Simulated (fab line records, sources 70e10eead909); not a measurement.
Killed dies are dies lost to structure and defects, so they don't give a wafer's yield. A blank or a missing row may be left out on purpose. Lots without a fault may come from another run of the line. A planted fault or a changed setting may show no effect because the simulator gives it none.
Which tool did it? | flow nand_harc | 24 lots, 72 wafers sampled, at 6 steps of a route of 1302

WHAT THE GAUGES READ, wafer by wafer
NHARC_A_BONDPAD_CD_MEAS_13. Usual: cd_nm 498.8 nm, standard deviation 2.4.
lot  | measured     | on        | cd_nm (nm)        | flag
L075 | day 23 02:31 | cd_sem-01 | 494.7 497.2 495.7 |
L076 | day 23 13:56 | cd_sem-02 | 497.5 495.9 499.2 |
L074 | day 23 15:25 | cd_sem-01 | 499.0 497.9 499.0 |
L078 | day 24 06:07 | cd_sem-03 | 496.3 495.2 497.6 |
L077 | day 24 07:53 | cd_sem-03 | 497.6 496.9 499.5 |
L079 | day 25 04:31 | cd_sem-03 | 502.4 499.4 499.8 |
L080 | day 25 06:58 | cd_sem-03 | 496.7 495.1 500.5 |
L082 | day 26 04:53 | cd_sem-01 | 493.4 495.8 496.9 |
L081 | day 26 11:38 | cd_sem-01 | 499.9 501.4 496.9 |
L083 | day 26 14:45 | cd_sem-01 | 500.9 499.0 501.9 |
L084 | day 27 16:32 | cd_sem-02 | 503.8 500.0 501.3 |
L085 | day 27 19:20 | cd_sem-01 | 495.9 502.7 501.8 |
L086 | day 28 07:23 | cd_sem-03 | 495.8 499.7 500.1 |
L087 | day 28 11:12 | cd_sem-01 | 499.9 498.5 499.4 |
L089 | day 28 19:56 | cd_sem-03 | 496.1 498.0 494.6 |
L088 | day 29 01:35 | cd_sem-01 | 498.9 501.9 499.9 |
L091 | day 30 09:59 | cd_sem-03 | 502.2 501.3 499.8 |
L090 | day 30 14:53 | cd_sem-03 | 503.7 501.2 500.0 |
L092 | day 30 15:44 | cd_sem-03 | 502.5 499.8 500.8 |
L093 | day 30 23:10 | cd_sem-01 | 497.0 495.4 497.9 |
L094 | day 31 12:11 | cd_sem-03 | 495.1 499.3 498.3 |
L096 | day 32 05:31 | cd_sem-01 | 502.4 499.1 501.6 |
L095 | day 32 06:34 | cd_sem-01 | 502.9 501.8 502.5 |
L097 | day 32 23:53 | cd_sem-03 | 497.5 498.7 497.9 |

WHICH TOOL RAN EACH LOT (tool, then ch and the chambers of the sampled wafers, then the start)
lot  | NHARC_A_BLC_ETCH_18                           | NHARC_A_BLC_STRIP_21               | NHARC_A_M1_ANNEAL_31             | NHARC_A_BONDPAD_DEP_00                   | NHARC_A_BONDPAD_ETCH_34
L075 | rie_diel-08 ch 0,1,2, day 22 14:41 or earlier | rie_diel-11 ch 0,1,3, day 22 14:41 | rtp_anneal-01 ch 0, day 22 23:24 | pecvd-02 ch 0,1, day 23 00:55            | rie_diel-07 ch 1,2, day 23 02:17
L076 | rie_diel-08 ch 0,1, day 23 02:08 or earlier   | rie_diel-11 ch 0,1,3, day 23 02:08 | rtp_anneal-01 ch 0, day 23 10:57 | pecvd-02 ch 0,1,2, day 23 12:26          | rie_diel-05 ch 0,3, day 23 13:43
L074 | rie_diel-08 ch 0,2,3, day 23 03:47 or earlier | rie_diel-08 ch 0,2,3, day 23 03:47 | rtp_anneal-02 ch 0, day 23 12:16 | pecvd-01 ch 0,1,2, day 23 13:47          | rie_diel-05 ch 1,2,3, day 23 15:11
L078 | rie_diel-11 ch 1,2,3, day 23 18:25 or earlier | rie_diel-11 ch 1,2,3, day 23 18:25 | rtp_anneal-01 ch 0, day 24 02:58 | pecvd-01 ch 1,2, day 24 05:53 or earlier | rie_diel-05 ch 0,2, day 24 05:53
L077 | rie_diel-11 ch 2,3, day 23 19:44 or earlier   | rie_diel-11 ch 2,3, day 23 19:44   | rtp_anneal-02 ch 0, day 24 04:26 | pecvd-01 ch 1,2, day 24 06:08            | rie_diel-05 ch 0,2,3, day 24 07:40
L079 | rie_diel-11 ch 1,2, day 24 16:41 or earlier   | rie_diel-08 ch 0,1,2, day 24 16:41 | rtp_anneal-02 ch 0, day 25 01:16 | pecvd-03 ch 0,1, day 25 02:47            | rie_diel-05 ch 1,2, day 25 04:17
L080 | rie_diel-11 ch 1,2, day 24 19:05 or earlier   | rie_diel-08 ch 0,1,2, day 24 19:05 | rtp_anneal-02 ch 0, day 25 03:50 | pecvd-02 ch 1,2, day 25 05:24            | rie_diel-05 ch 0,2,3, day 25 06:44
L082 | rie_diel-08 ch 1,2, day 25 16:56 or earlier   | rie_diel-11 ch 1,3, day 25 16:56   | rtp_anneal-01 ch 0, day 26 01:45 | pecvd-02 ch 0,2, day 26 03:22            | rie_diel-07 ch 0,1,3, day 26 04:40
L081 | rie_diel-11 ch 0,3, day 26 00:00 or earlier   | rie_diel-08 ch 1,2,3, day 26 00:00 | rtp_anneal-02 ch 0, day 26 08:29 | pecvd-01 ch 0,1, day 26 11:25 or earlier | rie_diel-05 ch 1,2,3, day 26 11:25
L083 | rie_diel-11 ch 1,3, day 26 02:50 or earlier   | rie_diel-11 ch 0,1,3, day 26 02:50 | rtp_anneal-02 ch 0, day 26 11:39 | pecvd-03 ch 0,1, day 26 13:08            | rie_diel-05 ch 0,2,3, day 26 14:31
L084 | rie_diel-11 ch 0,1, day 27 04:36 or earlier   | rie_diel-08 ch 0,1,2, day 27 04:36 | rtp_anneal-02 ch 0, day 27 13:22 | pecvd-02 ch 1,2, day 27 14:58            | rie_diel-05 ch 2,3, day 27 16:19
L085 | rie_diel-13 ch 0,1,3, day 27 07:14 or earlier | rie_diel-11 ch 0,1,3, day 27 07:14 | rtp_anneal-02 ch 0, day 27 15:58 | pecvd-02 ch 0,2, day 27 17:26            | rie_diel-05 ch 1,2,3, day 27 19:05
L086 | rie_diel-11 ch 2,3, day 27 18:55 or earlier   | rie_diel-08 ch 0,2,3, day 27 18:55 | rtp_anneal-01 ch 0, day 28 03:46 | pecvd-03 ch 0,2, day 28 05:41            | rie_diel-05 ch 1,3, day 28 07:10
L087 | rie_diel-11 ch 0,2,3, day 27 23:14 or earlier | rie_diel-13 ch 1,2,3, day 27 23:14 | rtp_anneal-02 ch 0, day 28 07:55 | pecvd-01 ch 0,1, day 28 10:58 or earlier | rie_diel-05 ch 2,3, day 28 10:58
L089 | rie_diel-11 ch 0,1,2, day 28 07:36 or earlier | rie_diel-08 ch 2,3, day 28 07:36   | rtp_anneal-01 ch 0, day 28 16:32 | pecvd-03 ch 0,1, day 28 18:16            | rie_diel-05 ch 1,2,3, day 28 19:42
L088 | rie_diel-13 ch 0,1,3, day 28 13:42 or earlier | rie_diel-08 ch 0,1,2, day 28 13:42 | rtp_anneal-02 ch 0, day 28 22:26 | pecvd-03 ch 1,2, day 29 00:00            | rie_diel-05 ch 0,2,3, day 29 01:21
L091 | rie_diel-13 ch 2,3, day 29 22:01 or earlier   | rie_diel-11 ch 0,1,3, day 29 22:01 | rtp_anneal-02 ch 0, day 30 06:43 | pecvd-02 ch 0,2, day 30 08:19            | rie_diel-02 ch 2,3, day 30 09:45
L090 | rie_diel-11 ch 1,2,3, day 29 23:39 or earlier | rie_diel-08 ch 0,1,2, day 29 23:39 | rtp_anneal-01 ch 0, day 30 11:39 | pecvd-02 ch 1,2, day 30 13:10            | rie_diel-05 ch 0,1,2, day 30 14:39
L092 | rie_diel-08 ch 0,2,3, day 30 02:10 or earlier | rie_diel-11 ch 0,1,2, day 30 02:10 | rtp_anneal-01 ch 0, day 30 12:22 | pecvd-03 ch 1,2, day 30 15:30 or earlier | rie_diel-05 ch 0,2,3, day 30 15:30
L093 | rie_diel-11 ch 0,3, day 30 10:07 or earlier   | rie_diel-08 ch 0,3, day 30 10:07   | rtp_anneal-01 ch 0, day 30 19:48 | pecvd-02 ch 1,2, day 30 21:20            | rie_diel-05 ch 0,2, day 30 22:56
L094 | rie_diel-08 ch 1,2, day 31 00:07 or earlier   | rie_diel-08 ch 1,3, day 31 00:07   | rtp_anneal-01 ch 0, day 31 08:58 | pecvd-02 ch 0,1, day 31 10:26            | rie_diel-02 ch 0,2, day 31 11:57
L096 | rie_diel-08 ch 0,1,2, day 31 17:02 or earlier | rie_diel-08 ch 0,1,3, day 31 17:02 | rtp_anneal-01 ch 0, day 32 02:17 | pecvd-01 ch 0,2, day 32 03:48            | rie_diel-05 ch 0,3, day 32 05:17
L095 | rie_diel-11 ch 1,2,3, day 31 18:07 or earlier | rie_diel-11 ch 0,2,3, day 31 18:07 | rtp_anneal-01 ch 0, day 32 03:31 | pecvd-01 ch 1,2, day 32 04:58            | rie_diel-05 ch 0,2,3, day 32 06:19
L097 | rie_diel-11 ch 1,2,3, day 32 12:00 or earlier | rie_diel-08 ch 0,2,3, day 32 12:00 | rtp_anneal-02 ch 0, day 32 20:41 | pecvd-03 ch 1,2, day 32 23:39 or earlier | rie_diel-07 ch 0,1, day 32 23:39
- NHARC_A_BLC_ETCH_18: etches the open film in C4F8/O2/Ar, target depth 910 nm.
- NHARC_A_BLC_STRIP_21: strips in O2.
- NHARC_A_M1_ANNEAL_31: time 90 s.
- NHARC_A_BONDPAD_DEP_00: deposits SiCN, target thk 250 nm.
- NHARC_A_BONDPAD_ETCH_34: etches the open film in N2/H2, target depth 60 nm, overetch 18 nm, time 65.91 s.

WHAT THE TOOLS THEMSELVES READ (means of the sampled wafers that have a number; where no wafer has one, the mark that the record gives instead)
NHARC_A_BLC_ETCH_18. Usual: oes_product_au 0.952 a.u., standard deviation 0.026; rf_vpp_V 978 V, standard deviation 5.2.
lot  | tool        | oes_product_au (a.u.) | rf_vpp_V (V) | flag
L075 | rie_diel-08 | 0.921                 | 979          |
L076 | rie_diel-08 | 0.957                 | 974          |
L074 | rie_diel-08 | 0.924                 | 979          |
L078 | rie_diel-11 | 0.937                 | 983          |
L077 | rie_diel-11 | 0.979                 | 983          |
L079 | rie_diel-11 | 0.937                 | 980          |
L080 | rie_diel-11 | 0.955                 | 980          |
L082 | rie_diel-08 | 0.949                 | 983          |
L081 | rie_diel-11 | 0.988                 | 977          |
L083 | rie_diel-11 | 0.941                 | 978          |
L084 | rie_diel-11 | 0.969                 | 976          |
L085 | rie_diel-13 | 0.920                 | 979          |
L086 | rie_diel-11 | 0.974                 | 984          |
L087 | rie_diel-11 | 0.980                 | 981          |
L089 | rie_diel-11 | 0.974                 | 980          |
L088 | rie_diel-13 | 0.921                 | 978          |
L091 | rie_diel-13 | 0.913                 | 973          |
L090 | rie_diel-11 | 0.974                 | 981          |
L092 | rie_diel-08 | 0.976                 | 977          |
L093 | rie_diel-11 | 0.938                 | 979          |
L094 | rie_diel-08 | 0.928                 | 977          |
L096 | rie_diel-08 | 0.976                 | 979          |
L095 | rie_diel-11 | 0.929                 | 981          |
L097 | rie_diel-11 | 0.928                 | 981          |

NHARC_A_BLC_STRIP_21. Usual: drypump_motor_current_A 5.7 A, standard deviation 0.33; oes_product_au 1.003 a.u., standard deviation 0.013; rf_vpp_V 57.8 V, standard deviation 0.93; showerhead_plenum_p_Torr 3.52 Torr, standard deviation 0.14; throttle_valve_pct 17.037 %, standard deviation 0.0085.
lot  | tool        | drypump_motor_current_A (A) | oes_product_au (a.u.) | rf_vpp_V (V) | showerhead_plenum_p_Torr (Torr) | throttle_valve_pct (%) | flag
L075 | rie_diel-11 | 6.0                         | 1.009                 | 58.6         | 3.51                            | 17.034                 |
L076 | rie_diel-11 | 5.9                         | 1.001                 | 56.6         | 3.50                            | 17.039                 |
L074 | rie_diel-08 | 5.6                         | 1.010                 | 57.7         | 3.54                            | 17.041                 |
L078 | rie_diel-11 | 6.0                         | 1.012                 | 58.0         | 3.60                            | 17.040                 |
L077 | rie_diel-11 | 5.9                         | 1.017                 | 58.4         | 3.62                            | 17.030                 |
L079 | rie_diel-08 | 5.7                         | 1.010                 | 57.1         | 3.54                            | 17.039                 |
L080 | rie_diel-08 | 5.6                         | 1.003                 | 57.5         | 3.55                            | 17.036                 |
L082 | rie_diel-11 | 6.3                         | 1.016                 | 56.7         | 3.53                            | 17.035                 |
L081 | rie_diel-08 | 5.7                         | 0.989                 | 56.8         | 3.52                            | 17.034                 |
L083 | rie_diel-11 | 5.9                         | 1.016                 | 58.4         | 3.50                            | 17.041                 |
L084 | rie_diel-08 | 5.6                         | 0.993                 | 57.5         | 3.54                            | 17.046                 |
L085 | rie_diel-11 | 6.0                         | 1.008                 | 58.3         | 3.50                            | 17.041                 |
L086 | rie_diel-08 | 5.6                         | 0.998                 | 56.9         | 3.54                            | 17.042                 |
L087 | rie_diel-13 | 5.8                         | 0.993                 | 57.1         | 3.51                            | 17.040                 |
L089 | rie_diel-08 | 5.7                         | 0.982                 | 58.3         | 3.64                            | 17.038                 |
L088 | rie_diel-08 | 5.7                         | 0.997                 | 57.5         | 3.54                            | 17.030                 |
L091 | rie_diel-11 | 5.9                         | 1.002                 | 58.0         | 3.50                            | 17.040                 |
L090 | rie_diel-08 | 5.7                         | 1.005                 | 58.5         | 3.54                            | 17.037                 |
L092 | rie_diel-11 | 5.7                         | 0.997                 | 57.7         | 3.54                            | 17.037                 |
L093 | rie_diel-08 | 5.6                         | 1.008                 | 57.0         | 3.41                            | 17.036                 |
L094 | rie_diel-08 | 5.6                         | 1.004                 | 58.6         | 3.39                            | 17.028                 |
L096 | rie_diel-08 | 5.6                         | 1.008                 | 57.2         | 3.41                            | 17.036                 |
L095 | rie_diel-11 | 5.6                         | 1.005                 | 58.1         | 3.57                            | 17.037                 |
L097 | rie_diel-08 | 5.7                         | 0.995                 | 57.8         | 3.53                            | 17.033                 |

NHARC_A_M1_ANNEAL_31. Usual: wafer_temp_C_max 226.3, standard deviation 0.35.
lot  | tool          | wafer_temp_C_max | flag
L075 | rtp_anneal-01 | 226.0            |
L076 | rtp_anneal-01 | 226.1            |
L074 | rtp_anneal-02 | 226.5            |
L078 | rtp_anneal-01 | 226.4            |
L077 | rtp_anneal-02 | 226.5            |
L079 | rtp_anneal-02 | 226.3            |
L080 | rtp_anneal-02 | 226.4            |
L082 | rtp_anneal-01 | 226.0            |
L081 | rtp_anneal-02 | 226.3            |
L083 | rtp_anneal-02 | 226.7            |
L084 | rtp_anneal-02 | 226.6            |
L085 | rtp_anneal-02 | 226.3            |
L086 | rtp_anneal-01 | 226.2            |
L087 | rtp_anneal-02 | 226.3            |
L089 | rtp_anneal-01 | 226.0            |
L088 | rtp_anneal-02 | 226.4            |
L091 | rtp_anneal-02 | 226.2            |
L090 | rtp_anneal-01 | 226.2            |
L092 | rtp_anneal-01 | 225.8            |
L093 | rtp_anneal-01 | 225.8            |
L094 | rtp_anneal-01 | 226.1            |
L096 | rtp_anneal-01 | 226.0            |
L095 | rtp_anneal-01 | 226.3            |
L097 | rtp_anneal-02 | 226.6            |

NHARC_A_BONDPAD_DEP_00. Usual: heater_power_w 598 W, standard deviation 97.
lot  | tool     | heater_power_w (W) | flag
L075 | pecvd-02 | 602                |
L076 | pecvd-02 | 551                |
L074 | pecvd-01 | 583                |
L078 | pecvd-01 | 668                |
L077 | pecvd-01 | 588                |
L079 | pecvd-03 | 599                |
L080 | pecvd-02 | 672                |
L082 | pecvd-02 | 518                |
L081 | pecvd-01 | 569                |
L083 | pecvd-03 | 601                |
L084 | pecvd-02 | 581                |
L085 | pecvd-02 | 528                |
L086 | pecvd-03 | 606                |
L087 | pecvd-01 | 594                |
L089 | pecvd-03 | 603                |
L088 | pecvd-03 | 642                |
L091 | pecvd-02 | 517                |
L090 | pecvd-02 | 619                |
L092 | pecvd-03 | 633                |
L093 | pecvd-02 | 582                |
L094 | pecvd-02 | 646                |
L096 | pecvd-01 | 643                |
L095 | pecvd-01 | 621                |
L097 | pecvd-03 | 634                |

NHARC_A_BONDPAD_ETCH_34. Usual: drypump_motor_current_A 5.7 A, standard deviation 0.33; oes_product_au 1.005 a.u., standard deviation 0.0094; rf_vpp_V 430.7 V, standard deviation 2.8; showerhead_plenum_p_Torr 2.05 Torr, standard deviation 0.099; throttle_valve_pct 14.172 %, standard deviation 0.009.
lot  | tool        | drypump_motor_current_A (A) | oes_product_au (a.u.) | rf_vpp_V (V) | showerhead_plenum_p_Torr (Torr) | throttle_valve_pct (%) | flag
L075 | rie_diel-07 | 5.5                         | 0.992                 | 430.6        | 2.03                            | 14.177                 |
L076 | rie_diel-05 | 5.6                         | 1.009                 | 428.5        | 1.97                            | 14.169                 |
L074 | rie_diel-05 | 5.7                         | 1.004                 | 431.5        | 2.09                            | 14.169                 |
L078 | rie_diel-05 | 5.6                         | 1.006                 | 432.4        | 2.09                            | 14.167                 |
L077 | rie_diel-05 | 5.6                         | 1.009                 | 430.5        | 2.06                            | 14.171                 |
L079 | rie_diel-05 | 5.7                         | 1.005                 | 431.7        | 2.06                            | 14.172                 |
L080 | rie_diel-05 | 5.6                         | 1.014                 | 430.8        | 2.06                            | 14.178                 |
L082 | rie_diel-07 | 5.3                         | 1.004                 | 429.4        | 1.99                            | 14.179                 |
L081 | rie_diel-05 | 5.7                         | 1.005                 | 432.6        | 2.09                            | 14.176                 |
L083 | rie_diel-05 | 5.6                         | 1.008                 | 430.8        | 2.06                            | 14.184                 |
L084 | rie_diel-05 | 5.6                         | 1.007                 | 433.5        | 2.15                            | 14.171                 |
L085 | rie_diel-05 | 5.7                         | 1.013                 | 431.6        | 2.09                            | 14.172                 |
L086 | rie_diel-05 | 5.7                         | 1.014                 | 430.3        | 2.03                            | 14.180                 |
L087 | rie_diel-05 | 5.7                         | 1.012                 | 434.2        | 2.15                            | 14.174                 |
L089 | rie_diel-05 | 5.7                         | 1.009                 | 432.5        | 2.09                            | 14.174                 |
L088 | rie_diel-05 | 5.6                         | 1.002                 | 431.7        | 2.06                            | 14.166                 |
L091 | rie_diel-02 | 6.2                         | 0.994                 | 431.5        | 2.09                            | 14.170                 |
L090 | rie_diel-05 | 5.6                         | 0.999                 | 430.0        | 2.03                            | 14.179                 |
L092 | rie_diel-05 | 5.6                         | 1.013                 | 430.8        | 2.06                            | 14.168                 |
L093 | rie_diel-05 | 5.5                         | 1.000                 | 429.1        | 2.00                            | 14.164                 |
L094 | rie_diel-02 | 6.2                         | 1.006                 | 433.4        | 2.14                            | 14.183                 |
L096 | rie_diel-05 | 5.7                         | 1.009                 | 429.0        | 2.03                            | 14.168                 |
L095 | rie_diel-05 | 5.6                         | 1.006                 | 430.5        | 2.06                            | 14.164                 |
L097 | rie_diel-07 | 5.2                         | 0.986                 | 428.4        | 1.97                            | 14.178                 |

THE ANSWER, worked out from the rows above alone
Rule: a lot is off if the mean of its wafers that have a number lies more than 3 standard deviations from the usual mean. A lot without any number at a reading at which 4 lots or more have one is off too. The other lots that the step has rows for count as sound. The gauges are gone through in route order, then the tools' own readings, and for those a lot's mean is taken as printed above. The first step at which some lot is off is used, and at that step the reading that is off furthest; a lot without a number counts as furthest.
No lot is off at any reading shown: from this, nothing can be told.

WHAT THE SIMULATOR HAD PUT IN
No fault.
